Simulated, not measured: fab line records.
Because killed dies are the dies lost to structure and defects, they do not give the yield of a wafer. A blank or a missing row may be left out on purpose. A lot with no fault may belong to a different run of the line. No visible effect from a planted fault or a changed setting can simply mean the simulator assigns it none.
Split-lot experiment + flow n5_finfet + route with 1938 steps; 7 lots, 39 wafers read

== ON THE SPLIT ==
At N5_MOL_CONTACT_COAG_SPUTTER_143 (material Co, target thk 2.5 nm), the setting target_thk_a was moved away from the recipe's 25 angstrom on 18 of the 39 wafers read, by -59.8% to +41.4%. All remaining wafers had this setting at the recipe value.

Reading taken at the split's own step.

== THE READING ==
Co_of_MOL_CONTACT_COAG_SPUTTER_143.thk_nm (the simulator's own value, which no gauge read), in nm, at N5_MOL_CONTACT_COAG_SPUTTER_143 (material Co, target thk 2.5 nm). No usual value for it is given in the file. Average 2.6 nm, standard deviation 0.12 nm, over the 21 wafers here run with the recipe.

| wafer  | tool, chamber at the split | target_thk_a as run, angstrom | against the recipe | Co_of_MOL_CONTACT_COAG_SPUTTER_143.thk_nm, nm | against lot-mates on the recipe |
|--------|----------------------------|-------------------------------|--------------------|-----------------------------------------------|---------------------------------|
| L074.1 | pvd_sputter-03, -          | 13.64                         | -45.4%             | 1.4                                           | -1.1                            |
| L074.5 | pvd_sputter-03, -          | 13.64                         | -45.4%             | 1.4                                           | -1.1                            |
| L074.2 | pvd_sputter-03, -          | 25                            | recipe             | 2.4                                           | -                               |
| L074.3 | pvd_sputter-03, -          | 25                            | recipe             | 2.4                                           | -                               |
| L074.4 | pvd_sputter-03, -          | 13.64                         | -45.4%             | 1.2                                           | -1.3                            |
| L074.6 | pvd_sputter-03, -          | 25                            | recipe             | 2.6                                           | -                               |
| L076.1 | pvd_sputter-03, -          | 25                            | recipe             | 2.6                                           | -                               |
| L076.3 | pvd_sputter-03, -          | 25                            | recipe             | 2.6                                           | -                               |
| L076.2 | pvd_sputter-03, -          | 25                            | recipe             | 2.8                                           | -                               |
| L076.4 | pvd_sputter-03, -          | 35.35                         | +41.4%             | 3.8                                           | +1.1                            |
| L076.5 | pvd_sputter-03, -          | 35.35                         | +41.4%             | 3.8                                           | +1.1                            |
| L076.6 | pvd_sputter-03, -          | 35.35                         | +41.4%             | 3.6                                           | +0.9                            |
| L082.1 | pvd_sputter-03, -          | 25                            | recipe             | 2.6                                           | -                               |
| L082.4 | pvd_sputter-03, -          | 25                            | recipe             | 2.6                                           | -                               |
| L082.6 | pvd_sputter-03, -          | 25                            | recipe             | 2.6                                           | -                               |
| L086.1 | pvd_sputter-01, -          | 18.68                         | -25.3%             | 1.8                                           | -0.7                            |
| L086.6 | pvd_sputter-01, -          | 18.68                         | -25.3%             | 1.8                                           | -0.7                            |
| L086.2 | pvd_sputter-01, -          | 18.68                         | -25.3%             | 2                                             | -0.5                            |
| L086.3 | pvd_sputter-01, -          | 25                            | recipe             | 2.4                                           | -                               |
| L086.4 | pvd_sputter-01, -          | 25                            | recipe             | 2.4                                           | -                               |
| L086.5 | pvd_sputter-01, -          | 25                            | recipe             | 2.6                                           | -                               |
| L088.1 | pvd_sputter-02, -          | 21.07                         | -15.7%             | 2.2                                           | -0.4                            |
| L088.2 | pvd_sputter-02, -          | 21.07                         | -15.7%             | 2.2                                           | -0.4                            |
| L088.4 | pvd_sputter-02, -          | 21.07                         | -15.7%             | 2.2                                           | -0.4                            |
| L088.3 | pvd_sputter-02, -          | 25                            | recipe             | 2.6                                           | -                               |
| L088.5 | pvd_sputter-02, -          | 25                            | recipe             | 2.6                                           | -                               |
| L088.6 | pvd_sputter-02, -          | 25                            | recipe             | 2.6                                           | -                               |
| L094.1 | pvd_sputter-02, -          | 33.19                         | +32.8%             | 3.6                                           | +0.8                            |
| L094.2 | pvd_sputter-02, -          | 33.19                         | +32.8%             | 3.6                                           | +0.8                            |
| L094.3 | pvd_sputter-02, -          | 25                            | recipe             | 2.8                                           | -                               |
| L094.5 | pvd_sputter-02, -          | 25                            | recipe             | 2.8                                           | -                               |
| L094.6 | pvd_sputter-02, -          | 25                            | recipe             | 2.8                                           | -                               |
| L094.4 | pvd_sputter-02, -          | 33.19                         | +32.8%             | 3.4                                           | +0.6                            |
| L095.1 | pvd_sputter-02, -          | 25                            | recipe             | 2.6                                           | -                               |
| L095.5 | pvd_sputter-02, -          | 25                            | recipe             | 2.6                                           | -                               |
| L095.6 | pvd_sputter-02, -          | 25                            | recipe             | 2.6                                           | -                               |
| L095.2 | pvd_sputter-02, -          | 10.06                         | -59.8%             | 1                                             | -1.6                            |
| L095.3 | pvd_sputter-02, -          | 10.06                         | -59.8%             | 1                                             | -1.6                            |
| L095.4 | pvd_sputter-02, -          | 10.06                         | -59.8%             | 1                                             | -1.6                            |

THE FIT
A straight line over all 39 wafers: Co_of_MOL_CONTACT_COAG_SPUTTER_143.thk_nm changes by +0.0275 nm for each +1% of target_thk_a; r = +0.99; the points scatter about the line by 0.11 nm.
The same after taking each lot's own level away (the mean of its wafers on the recipe; 39 wafers): +0.0254 nm for each +1%; r = +0.99; scatter 0.081 nm.
Per that fit: largest target_thk_a move, reading shift of 1.5 nm.
From 2.47 to 2.80 nm: that is the span of the lots' own levels, equal to 2.7 times the standard deviation above.
The two slopes are in agreement: the lot-to-lot level therefore moves the slope only a little.
Check: -1.51 nm against its lot-mates is what the line predicts for one of the wafers moved furthest among these (-59.8%) when that wafer is left out of the fit. It came out at -1.6 nm against them.

== OTHER SPLITS ON THESE WAFERS ==
Note: prior to the reading, these wafers also went through further splits. Each is held against what the fit with the lots' levels taken away leaves over:
| other split on the same wafers          | wafers away from the commonest value | r with Co_of_MOL_CONTACT_COAG_SPUTTER_143.thk_nm (lot level and that fit taken away) |
|-----------------------------------------|--------------------------------------|--------------------------------------------------------------------------------------|
| N5_ZERO_LAYER_DEVELOP_10 develop_time_s | 12                                   | -0.10                                                                                |
| N5_SD_EPI_N_EPI_21 epi_growth_time_s    | 15                                   | -0.04                                                                                |
| N5_HKMG_FIN_DESCUM_53 time_s            | 12                                   | -0.11                                                                                |

== THE FILE'S OWN FIT ==
Co_of_MOL_CONTACT_COAG_SPUTTER_143.thk_nm changes by +0.0254 nm for each +1% of target_thk_a, r = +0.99.
